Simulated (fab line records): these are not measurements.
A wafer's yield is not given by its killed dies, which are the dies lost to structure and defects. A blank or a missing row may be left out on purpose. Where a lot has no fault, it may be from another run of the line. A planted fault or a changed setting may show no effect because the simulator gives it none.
fab line records + flow n5-finfet
record
- lots=10
- wafers=28
- last-day=19
route steps=1938 shown MOL_CONTACT_COAG@609 BEOL_M0_SAQP@651 BEOL_M4@1111 PASSIVATION@1936
lots that met no fault: from a run of the same line without faults
start-h: the number of hours between the record's first day and the start of the first shown wafer of the lot + wait-h: hours since the lot's step before + " identical to the entry in the row above + L1.1+2: one row covering several wafers at once + - no value present, or no start provided + * or withheld: withheld + < > ~ a bound
route shown NAME@n: a module of which the file shows steps, and the number in the route of the first + usual: mean and standard deviation over wafers with no fault + same: alike in all rows + chamber/n: place in a boat + sites: per-site readings + _std_site: their standard deviation + _edge_site: outer sites' mean less inner sites' + radius-mm: how far each site lies from the wafer's centre + mask NAME#n: copy n + behind: the last tool/chamber to shape the wafer + hold: reason for holding the lot/hours on hold/outcome of the hold + device: which transistor (n, p or np) failed to switch + end of line: at the end of the route, the tests of the same wafers + step lacking rows: just its recipe + killed: dies lost to structure and defects at the first sort, not the wafer's yield + map: per-die view of a wafer (x killed, . not killed, _ where there is no die)
set.NAME: setting as actually run; set.NAME@STEP: the setting as run at that earlier step + model.NAME: the simulator's own value behind a step, which no gauge read
one table for each step of the route and one row for each wafer, over a sample of lots
services: a tool's chamber out of use, with start hour (start-h, from the record's first day; less than 0 if before it), hours out, and reason
## steps
# step N5_MOL_CONTACT_COAG_ETCHBACK_134
# recipe
- chemistry=CHF3
- target=SiO2
- target-depth-a=100
- time-s=6.7
- ion-energy-ev=200
- pressure-mtorr=30
- source-w=610
- bias-w=170
- Ar_flow_sccm=200
- CHF3_flow_sccm=50
# usual
- drypump-motor-current-A=5.5/0.36
- oes_f_703_au=0.82/0.089
- oes-product-au=0.82/0.091
- rf-vpp-V=521/10
- showerhead-plenum-p-Torr=2.39/0.095
- throttle-valve-pct=18.67/0.2
| lot.wafer | tool        | chamber | start-h | wait-h | drypump-motor-current-A | oes_f_703_au | oes-product-au | rf-hours-counter-h | rf-vpp-V | showerhead-plenum-p-Torr | throttle-valve-pct |
|-----------|-------------|---------|---------|--------|-------------------------|--------------|----------------|--------------------|----------|--------------------------|--------------------|
| L760.1    | rie-diel-04 | 3       | 110.28  | 0.3    | 5.8                     | 0.71         | 0.70           | 245                | 505      | 2.24                     | 19.05              |
| L760.2    | "           | 0       | "       | "      | 5.1                     | 0.70         | 0.69           | 240                | 523      | 2.36                     | 19.08              |
| L760.6    | "           | 0       | "       | "      | 5.1                     | 0.70         | 0.69           | -                  | 521      | 2.36                     | 19.11              |
| L762.1    | rie-diel-03 | 3       | 118.19  | 0.1    | 5.5                     | 0.81         | 0.80           | 71                 | 513      | 2.50                     | 18.47              |
| L762.5    | "           | 0       | "       | "      | 5.3                     | 0.76         | 0.78           | -                  | 542      | 2.30                     | 18.68              |
| L763.3    | rie-diel-01 | 0       | 124.28  | 0.1    | 5.5                     | 0.67         | 0.67           | 249                | 531      | 2.35                     | 19.04              |
| L763.5    | "           | 1       | "       | "      | 5.2                     | 0.70         | 0.69           | -                  | 523      | 2.44                     | 18.83              |
| L766.1    | rie-diel-03 | 2       | 142.85  | 0.2    | 5.6                     | 0.78         | 0.78           | 112                | 515      | 2.30                     | 18.81              |
| L766.3    | "           | 3       | "       | "      | 5.5                     | 0.79         | 0.80           | 79                 | 512      | 2.49                     | 18.49              |
| L766.6    | "           | 0       | "       | "      | 5.3                     | 0.76         | 0.77           | -                  | 541      | 2.30                     | 18.69              |
| L772.1    | rie-diel-03 | 1       | 177.96  | 0.1    | 5.3                     | 0.91         | 0.89           | 35                 | 524      | 2.54                     | 18.41              |
| L772.5    | "           | 0       | "       | "      | 5.3                     | 0.75         | 0.77           | -                  | 541      | 2.29                     | 18.70              |
| L772.6    | "           | 1       | "       | "      | 5.3                     | 0.92         | 0.90           | -                  | 523      | 2.54                     | 18.39              |
| L773.2    | rie-diel-03 | 2       | 187.79  | 0.1    | 5.6                     | 0.77         | 0.77           | 125                | 514      | 2.29                     | 18.83              |
| L773.3    | "           | 3       | "       | "      | 5.5                     | 0.78         | 0.78           | 93                 | 513      | 2.49                     | 18.51              |
| L773.5    | "           | 2       | "       | "      | 5.6                     | 0.77         | 0.77           | -                  | 514      | 2.29                     | 18.83              |
| L777.4    | rie-diel-03 | 1       | 208.74  | 0.1    | 5.3                     | 0.90         | 0.89           | 44                 | 525      | 2.53                     | 18.41              |
| L777.5    | "           | 0       | "       | "      | 5.3                     | 0.74         | 0.75           | -                  | 541      | 2.29                     | 18.71              |
| L777.6    | "           | 1       | "       | "      | 5.3                     | 0.90         | 0.88           | -                  | 524      | 2.53                     | 18.42              |
| L779.1    | rie-diel-04 | 0       | 218.85  | 0.2    | 5.1                     | 0.96         | 0.96           | 0                  | 523      | 2.35                     | 18.69              |
| L779.2    | "           | 3       | "       | "      | 5.9                     | 0.92         | 0.92           | 22                 | 514      | 2.52                     | 18.69              |
| L779.3    | "           | 2       | "       | "      | 5.4                     | 0.76         | 0.79           | 107                | 521      | 2.40                     | 18.48              |
| L781.1    | rie-diel-04 | 2       | 238.75  | 0.1    | 5.4                     | 0.76         | 0.79           | 112                | 523      | 2.40                     | 18.50              |
| L781.5    | "           | 0       | "       | "      | 5.1                     | 0.93         | 0.93           | -                  | 523      | 2.35                     | 18.71              |
| L781.6    | "           | 3       | "       | "      | 5.9                     | 0.92         | 0.90           | -                  | 514      | 2.52                     | 18.71              |
| L782.1    | rie-diel-03 | 3       | 240.38  | 0.3    | 5.5                     | 0.77         | 0.76           | 108                | 512      | 2.48                     | 18.52              |
| L782.3    | "           | 0       | "       | "      | 5.3                     | 0.74         | 0.75           | 150                | 541      | 2.29                     | 18.73              |
| L782.5    | "           | 0       | "       | "      | 5.3                     | 0.73         | 0.75           | -                  | 542      | 2.29                     | 18.73              |
# step N5_BEOL_M0_SAQP_INSPECT_16
# recipe
- mode=adi
- inspect-instrument=brightfield
# usual
- raw-defect-count=496/130
| lot.wafer | tool              | chamber | start-h | wait-h | raw-defect-count |
|-----------|-------------------|---------|---------|--------|------------------|
| L760.1    | defect-inspect-02 | -       | 117.83  | 0.0    | 346              |
| L760.2    | "                 | -       | "       | "      | 321              |
| L760.6    | "                 | -       | "       | "      | 320              |
| L762.1    | defect-inspect-02 | -       | 124.26  | 0.0    | 637              |
| L762.5    | "                 | -       | "       | "      | 371              |
| L763.3    | defect-inspect-01 | -       | 129.79  | 0.0    | 544              |
| L763.5    | "                 | -       | "       | "      | 551              |
| L766.1    | defect-inspect-01 | -       | 149.91  | 0.0    | 492              |
| L766.3    | "                 | -       | "       | "      | 691              |
| L766.6    | "                 | -       | "       | "      | 632              |
| L772.1    | defect-inspect-02 | -       | 185.25  | 0.0    | 385              |
| L772.5    | "                 | -       | "       | "      | 473              |
| L772.6    | "                 | -       | "       | "      | 461              |
| L773.2    | defect-inspect-01 | -       | 193.42  | 0.0    | 404              |
| L773.3    | "                 | -       | "       | "      | 436              |
| L773.5    | "                 | -       | "       | "      | 387              |
| L777.4    | defect-inspect-02 | -       | 214.43  | 0.0    | 645              |
| L777.5    | "                 | -       | "       | "      | 677              |
| L777.6    | "                 | -       | "       | "      | 392              |
| L779.1    | defect-inspect-01 | -       | 227.49  | 0.0    | 405              |
| L779.2    | "                 | -       | "       | "      | 476              |
| L779.3    | "                 | -       | "       | "      | 312              |
| L781.1    | defect-inspect-02 | -       | 244.22  | 0.0    | 656              |
| L781.5    | "                 | -       | "       | "      | 457              |
| L781.6    | "                 | -       | "       | "      | 575              |
| L782.1    | defect-inspect-01 | -       | 249.95  | 0.0    | 316              |
| L782.3    | "                 | -       | "       | "      | 517              |
| L782.5    | "                 | -       | "       | "      | 465              |
# step N5_BEOL_M0_SAQP_ETCH_107
# recipe
- chemistry=CH3F/O2
- target=SiNx
- target-depth-a=300
- mask-material=SOC
- pressure-mtorr=30
- source-w=395
- bias-w=73
- Ar_flow_sccm=150
- CH3F_flow_sccm=30
- O2_flow_sccm=20
- ion-energy-ev=120
# usual
- drypump-motor-current-A=5.6/0.45
- oes_f_703_au=0.76/0.066
- oes-product-au=0.76/0.07
- rf-vpp-V=298/5.4
- showerhead-plenum-p-Torr=2.01/0.054
- throttle-valve-pct=16.39/0.22
| lot.wafer | tool        | chamber | start-h | wait-h | drypump-motor-current-A | oes_f_703_au | oes-product-au | rf-hours-counter-h | rf-vpp-V | showerhead-plenum-p-Torr | throttle-valve-pct |
|-----------|-------------|---------|---------|--------|-------------------------|--------------|----------------|--------------------|----------|--------------------------|--------------------|
| L760.1    | rie-diel-05 | 0       | 120.19  | 0.0    | 5.3                     | 0.87         | 0.86           | 65                 | 290      | 1.96                     | 16.09              |
| L760.2    | "           | 1       | "       | "      | 5.6                     | 0.77         | 0.73           | 195                | 298      | 2.06                     | 16.25              |
| L760.6    | "           | 3       | "       | "      | 5.1                     | 0.69         | 0.70           | -                  | 298      | 1.99                     | 16.69              |
| L762.1    | rie-diel-05 | 0       | 127.21  | 0.0    | 5.2                     | 0.87         | 0.87           | 67                 | 289      | 1.96                     | 16.09              |
| L762.5    | "           | 1       | "       | "      | 5.6                     | 0.76         | 0.73           | -                  | 298      | 2.06                     | 16.28              |
| L763.3    | rie-diel-05 | 3       | 132.30  | 0.0    | 5.1                     | 0.69         | 0.69           | 228                | 299      | 1.99                     | 16.70              |
| L763.5    | "           | 1       | "       | "      | 5.6                     | 0.77         | 0.73           | -                  | 299      | 2.06                     | 16.30              |
| L766.1    | rie-diel-02 | 2       | 152.40  | 0.0    | 6.1                     | 0.81         | 0.77           | 148                | 296      | 1.99                     | 16.27              |
| L766.3    | "           | 0       | "       | "      | 5.1                     | 0.72         | 0.70           | 186                | 301      | 2.09                     | 16.75              |
| L766.6    | "           | 2       | "       | "      | 6.0                     | 0.81         | 0.76           | -                  | 298      | 1.99                     | 16.28              |
| L772.1    | rie-diel-05 | 3       | 188.32  | 0.0    | 5.1                     | 0.68         | 0.68           | 244                | 297      | 1.98                     | 16.73              |
| L772.5    | "           | 0       | "       | "      | 5.3                     | 0.85         | 0.83           | -                  | 289      | 1.96                     | 16.13              |
| L772.6    | "           | 1       | "       | "      | 5.6                     | 0.75         | 1.00           | -                  | 298      | 2.05                     | 16.35              |
| L773.2    | rie-diel-05 | 2       | 195.85  | 0.0    | 6.2                     | 0.84         | 1.18           | 64                 | 307      | 2.03                     | 16.04              |
| L773.3    | "           | 0       | "       | "      | 5.2                     | 0.84         | 0.83           | 87                 | 289      | 1.96                     | 16.14              |
| L773.5    | "           | 1       | "       | "      | 5.6                     | 0.74         | 0.72           | -                  | 299      | 2.05                     | 16.32              |
| L777.4    | rie-diel-06 | 2       | 217.10  | 0.0    | 5.7                     | 0.76         | 0.74           | 184                | 298      | 2.09                     | 16.48              |
| L777.5    | "           | 3       | "       | "      | 5.6                     | 0.71         | 0.71           | -                  | 297      | 2.07                     | 16.51              |
| L777.6    | "           | 2       | "       | "      | 5.6                     | 0.77         | 0.74           | -                  | 297      | 2.09                     | 16.46              |
| L779.1    | rie-diel-06 | 2       | 229.85  | 0.0    | 5.7                     | 0.77         | 0.73           | 188                | 297      | 2.09                     | 16.48              |
| L779.2    | "           | 1       | "       | "      | 6.5                     | 0.68         | 0.67           | 238                | 301      | 1.96                     | 16.43              |
| L779.3    | "           | 0       | "       | "      | 5.2                     | 0.76         | 0.79           | 122                | 306      | 1.94                     | 16.63              |
| L781.1    | rie-diel-02 | 1       | 246.85  | 0.0    | 5.6                     | 0.80         | 0.82           | 67                 | 291      | 1.93                     | 16.36              |
| L781.5    | "           | 3       | "       | "      | 5.7                     | 0.92         | 0.91           | -                  | 294      | 1.95                     | 16.06              |
| L781.6    | "           | 0       | "       | "      | 5.1                     | 0.71         | 0.69           | -                  | 300      | 2.08                     | 16.81              |
| L782.1    | rie-diel-06 | 0       | 252.97  | 0.0    | 5.2                     | 0.75         | 0.78           | 127                | 305      | 1.94                     | 16.65              |
| L782.3    | "           | 3       | "       | "      | 5.6                     | 0.70         | 0.70           | 201                | 297      | 2.06                     | 16.54              |
| L782.5    | "           | 1       | "       | "      | 6.5                     | 0.68         | 0.66           | -                  | 302      | 1.95                     | 16.44              |
# step N5_BEOL_M0_SAQP_RECESS_109
# recipe
- chemistry=HF/NH3
- target=SiO2
- target-depth-a=30
- afs-cycles=1
- temp-c=30
- sublimation-temp-c=180
- sublimation-time-s=60
# usual
- drypump-motor-current-A=5.9/0.3
| lot.wafer | tool          | chamber | start-h | wait-h | drypump-motor-current-A |
|-----------|---------------|---------|---------|--------|-------------------------|
| L760.1    | vapor-etch-01 | 1       | 120.59  | 0.3    | 5.7                     |
| L760.2    | "             | 0       | "       | "      | 6.2                     |
| L760.6    | "             | 0       | "       | "      | 6.2                     |
| L762.1    | vapor-etch-01 | 1       | 127.31  | 0.0    | 5.7                     |
| L762.5    | "             | 0       | "       | "      | 6.2                     |
| L763.3    | vapor-etch-02 | 1       | 132.44  | 0.1    | 5.9                     |
| L763.5    | "             | 1       | "       | "      | 5.9                     |
| L766.1    | vapor-etch-01 | 1       | 152.50  | 0.0    | 5.7                     |
| L766.3    | "             | 0       | "       | "      | 6.2                     |
| L766.6    | "             | 1       | "       | "      | 5.7                     |
| L772.1    | vapor-etch-01 | 0       | 188.42  | 0.0    | 6.2                     |
| L772.5    | "             | 0       | "       | "      | 6.2                     |
| L772.6    | "             | 1       | "       | "      | 5.7                     |
| L773.2    | vapor-etch-02 | 0       | 195.95  | 0.0    | 5.4                     |
| L773.3    | "             | 1       | "       | "      | 5.8                     |
| L773.5    | "             | 1       | "       | "      | 5.9                     |
| L777.4    | vapor-etch-02 | 1       | 217.24  | 0.1    | 5.8                     |
| L777.5    | "             | 1       | "       | "      | 5.8                     |
| L777.6    | "             | 0       | "       | "      | 5.4                     |
| L779.1    | vapor-etch-01 | 1       | 229.95  | 0.0    | 5.7                     |
| L779.2    | "             | 0       | "       | "      | 6.2                     |
| L779.3    | "             | 0       | "       | "      | 6.2                     |
| L781.1    | vapor-etch-01 | 0       | 246.96  | 0.0    | 6.2                     |
| L781.5    | "             | 1       | "       | "      | 5.7                     |
| L781.6    | "             | 0       | "       | "      | 6.2                     |
| L782.1    | vapor-etch-01 | 1       | 253.07  | 0.0    | 5.7                     |
| L782.3    | "             | 0       | "       | "      | 6.2                     |
| L782.5    | "             | 0       | "       | "      | 6.2                     |
# step N5_BEOL_M4_RC_MEAS_101
# usual
- DIBL_N=36.5/1.9
- DIBL_P=36.4/2.2
- IOFF_N=0.17/0.034
- IOFF_P=0.21/0.036
- ION_N=678/12
- ION_P=462/7.1
- SS_N=71.7/0.61
- SS_P=73.4/0.71
- VT_N=249/3.5
- VT_P=-251/3
| lot.wafer | tool      | chamber | start-h | wait-h | DIBL_N[mV/V] | DIBL_P[mV/V] | IOFF_N[nA/um] | IOFF_P[nA/um] | ION_N[uA/um] | ION_P[uA/um] | SS_N[mV/dec] | SS_P[mV/dec] | VT_N[mV] | VT_P[mV] |
|-----------|-----------|---------|---------|--------|--------------|--------------|---------------|---------------|--------------|--------------|--------------|--------------|----------|----------|
| L760.1    | prober-02 | 0       | 185.35  | 0.0    | 37.6         | 37.9         | 0.16          | 0.23          | 671          | 455          | 71.6         | 73.9         | 248      | -250     |
| L760.2    | "         | 0       | "       | "      | 40.3         | 40.5         | 0.23          | 0.27          | 691          | 471          | 71.8         | 75.4         | 243      | -247     |
| L760.6    | "         | 0       | "       | "      | 36.1         | 35.1         | 0.15          | 0.18          | 666          | 453          | 70.9         | 73.0         | 251      | -253     |
| L763.3    | prober-01 | 0       | 193.03  | 0.3    | 34.2         | 34.7         | 0.15          | 0.20          | 675          | 464          | 70.5         | 72.9         | 249      | -249     |
| L763.5    | "         | 0       | "       | "      | 34.4         | 34.6         | 0.15          | 0.20          | 676          | 471          | 70.9         | 73.6         | 250      | -248     |
| L762.1    | prober-01 | 0       | 208.65  | 0.0    | 32.0         | 31.3         | 0.11          | 0.16          | 660          | 462          | 70.6         | 72.4         | 256      | -253     |
| L762.5    | "         | 0       | "       | "      | 36.2         | 37.0         | 0.19          | 0.25          | 694          | 475          | 71.7         | 73.5         | 246      | -248     |
| L766.1    | prober-02 | 0       | 238.07  | 0.0    | 34.9         | 34.9         | 0.15          | 0.20          | 681          | 470          | 71.3         | 73.2         | 247      | -250     |
| L766.3    | "         | 0       | "       | "      | 35.3         | 33.9         | 0.15          | 0.19          | 666          | 458          | 71.8         | 72.7         | 249      | -248     |
| L766.6    | "         | 0       | "       | "      | 34.3         | 33.7         | 0.14          | 0.19          | 667          | 469          | 71.0         | 72.7         | 250      | -253     |
| L773.2    | prober-02 | 0       | 282.68  | 0.2    | 39.9         | 40.4         | 0.25          | 0.28          | 707          | 470          | 72.9         | 75.2         | 245      | -248     |
| L773.3    | "         | 0       | "       | "      | 35.5         | 34.8         | 0.16          | 0.19          | 663          | 453          | 71.0         | 73.6         | 251      | -251     |
| L773.5    | "         | 0       | "       | "      | 37.2         | 36.8         | 0.18          | 0.23          | 674          | 462          | 72.1         | 74.4         | 249      | -249     |
| L772.1    | prober-01 | 0       | 289.49  | 0.0    | 37.5         | 36.2         | 0.16          | 0.18          | 668          | 446          | 72.7         | 73.4         | 253      | -259     |
| L772.5    | "         | 0       | "       | "      | 38.6         | 39.0         | 0.19          | 0.22          | 682          | 451          | 71.7         | 73.4         | 247      | -252     |
| L772.6    | "         | 0       | "       | "      | 37.2         | 37.2         | 0.16          | 0.19          | 672          | 452          | 72.5         | 73.2         | 254      | -253     |
| L777.4    | prober-01 | 0       | 307.56  | 0.5    | 33.3         | 34.4         | 0.14          | 0.16          | 686          | 462          | 72.0         | 72.5         | 250      | -254     |
| L777.5    | "         | 0       | "       | "      | 33.8         | 34.5         | 0.12          | 0.16          | 662          | 455          | 71.7         | 73.3         | 254      | -253     |
| L777.6    | "         | 0       | "       | "      | 35.5         | 36.3         | 0.16          | 0.19          | 674          | 456          | 71.9         | 73.9         | 250      | -253     |
| L779.1    | prober-01 | 0       | 318.58  | 0.0    | 38.7         | 38.4         | 0.20          | 0.27          | 687          | 466          | 72.4         | 74.0         | 247      | -246     |
| L779.2    | "         | 0       | "       | "      | 36.4         | 35.0         | 0.16          | 0.21          | 684          | 465          | 71.9         | 73.6         | 249      | -250     |
| L779.3    | "         | 0       | "       | "      | 35.9         | 34.8         | 0.14          | 0.20          | 678          | 468          | 71.1         | 73.4         | 252      | -253     |
| L781.1    | prober-01 | 0       | 333.86  | 0.0    | 33.3         | 33.5         | 0.13          | 0.15          | 663          | 460          | 71.1         | 72.2         | 250      | -253     |
| L781.5    | "         | 0       | "       | "      | 37.5         | 38.2         | 0.19          | 0.21          | 677          | 459          | 72.0         | 73.9         | 248      | -250     |
| L781.6    | "         | 0       | "       | "      | 36.8         | 36.7         | 0.18          | 0.20          | 680          | 460          | 71.3         | 73.4         | 244      | -252     |
| L782.1    | prober-01 | 0       | 347.71  | 0.0    | 36.4         | 35.3         | 0.16          | 0.21          | 669          | 459          | 71.8         | 73.7         | 250      | -250     |
| L782.3    | "         | 0       | "       | "      | 34.1         | 32.6         | 0.13          | 0.17          | 673          | 464          | 71.4         | 72.4         | 253      | -253     |
| L782.5    | "         | 0       | "       | "      | 34.1         | 32.6         | 0.13          | 0.18          | 676          | 466          | 71.1         | 73.0         | 251      | -252     |
# step N5_PASSIVATION_PROBE_49
# usual
- defect-limited-yield=91.0/1.5
- killed_at_M0_to_M3=35/11
- killed_at_M4_up=13/5
- killed-at-contacts=12/5.9
- killed-at-front-end=42/13
- killed-at-other=3/3.2
- killed-dies=106/18
- killed-open=69/13
- killed-short=35/8.9
- sort_bin_5_function=5.2/0.95
- sort_bin_6_memory=3.3/0.71
- sort-n-pass=1074/18
- sort-yield-pct=91.0/1.5
# same
- gross-dies=1180
- killed-at-back-side=0
- sort_bin_4_leakage[%]=0
- sort_bin_8_speed[%]=0
| lot.wafer | tool      | chamber | start-h | wait-h | defect-limited-yield[%] | killed_at_M0_to_M3 | killed_at_M4_up | killed-at-contacts | killed-at-front-end | killed-at-other | killed-dies | killed-open | killed-short | sort_bin_5_function[%] | sort_bin_6_memory[%] | sort-n-pass | sort-yield-pct[%] |
|-----------|-----------|---------|---------|--------|-------------------------|--------------------|-----------------|--------------------|---------------------|-----------------|-------------|-------------|--------------|------------------------|----------------------|-------------|-------------------|
| L773.2    | prober-01 | -       | 392.09  | 0.1    | 90.7                    | 31                 | 14              | 7                  | 55                  | 3               | 110         | 73          | 37           | 6.4                    | 2.6                  | 1070        | 90.7              |
# killed by level:class
L773.2 FIN_SAQP:geometric-particle:open=18 FIN_SAQP:geometric-particle:short=8 DUMMY_GATE:geometric-particle:open=7 STI_FIN_REVEAL:geometric-particle:open=6 BEOL_M1:geometric-particle:open=6 BEOL_M6:geometric-particle:open=5 GATE_CUT:geometric-particle:short=5 MOL_CONTACT_COAG:geometric-particle:open=5
## services
| tool          | chamber | start-h | hours | kind                          |
|---------------|---------|---------|-------|-------------------------------|
| vapor-etch-02 | -       | 88.19   | 28.1  | pm                            |
| rie-diel-01   | 2       | 88.49   | 2.0   | repair                        |
| rie-diel-06   | -       | 95.50   | 1.1   | repair                        |
| rie-diel-02   | 0       | 110.40  | 10.7  | repair                        |
| rie-diel-03   | -       | 111.08  | 2.8   | pm                            |
| rie-diel-04   | 3       | 128.01  | -     | clean                         |
| rie-diel-04   | 3       | 128.01  | -     | consumable-replace:focus-ring |
| rie-diel-04   | 3       | 128.01  | -     | consumable-replace:showerhead |
| rie-diel-04   | 3       | 128.01  | 28.4  | scheduled-down                |
| rie-diel-04   | 3       | 128.01  | 28.4  | vent-cycle                    |
| rie-diel-02   | -       | 134.86  | 0.7   | repair                        |
| rie-diel-03   | 1       | 141.39  | 6.8   | repair                        |
| rie-diel-03   | 0       | 149.41  | 9.5   | repair                        |
| rie-diel-04   | 2       | 165.85  | 1.5   | repair                        |
| rie-diel-04   | 0       | 170.71  | 17.3  | repair                        |
| rie-diel-01   | 3       | 183.63  | 4.1   | repair                        |
| vapor-etch-01 | 1       | 190.54  | 18.7  | repair                        |
| rie-diel-02   | 3       | 205.74  | 6.4   | repair                        |
| rie-diel-02   | 0       | 207.35  | 34.2  | repair                        |
| rie-diel-05   | 3       | 225.33  | -     | clean                         |
| rie-diel-05   | 3       | 225.33  | -     | consumable-replace:focus-ring |
| rie-diel-05   | 3       | 225.33  | 13.3  | scheduled-down                |
| rie-diel-05   | 3       | 225.33  | 13.3  | vent-cycle                    |
| rie-diel-01   | 2       | 246.55  | 8.5   | repair                        |
## key
first-sign
- step=N5_BEOL_M0_SAQP_ETCH_107
- reading=oes-product-au
- direction=up
- sigmas=4.8
- usual=0.76
- struck=1.09
effect none on later readings
met-at N5_BEOL_M0_SAQP_ETCH_107
struck-lots L772,L773
struck-wafers L772.6,L773.2
not-acting-at N5_MOL_CONTACT_COAG_ETCHBACK_134,N5_BEOL_M0_SAQP_INSPECT_16,N5_BEOL_M0_SAQP_RECESS_109
onset-between 132.30 188.32
fault
- kind=process-parameter-drift
- tool=rie-diel-05
- chamber=-
- onset-h=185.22
- steps=N5_BEOL_M0_SAQP_ETCH_107
- channel=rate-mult
- offset=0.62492
- shape=step
- end-h=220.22
- scope=struck-wafers-only
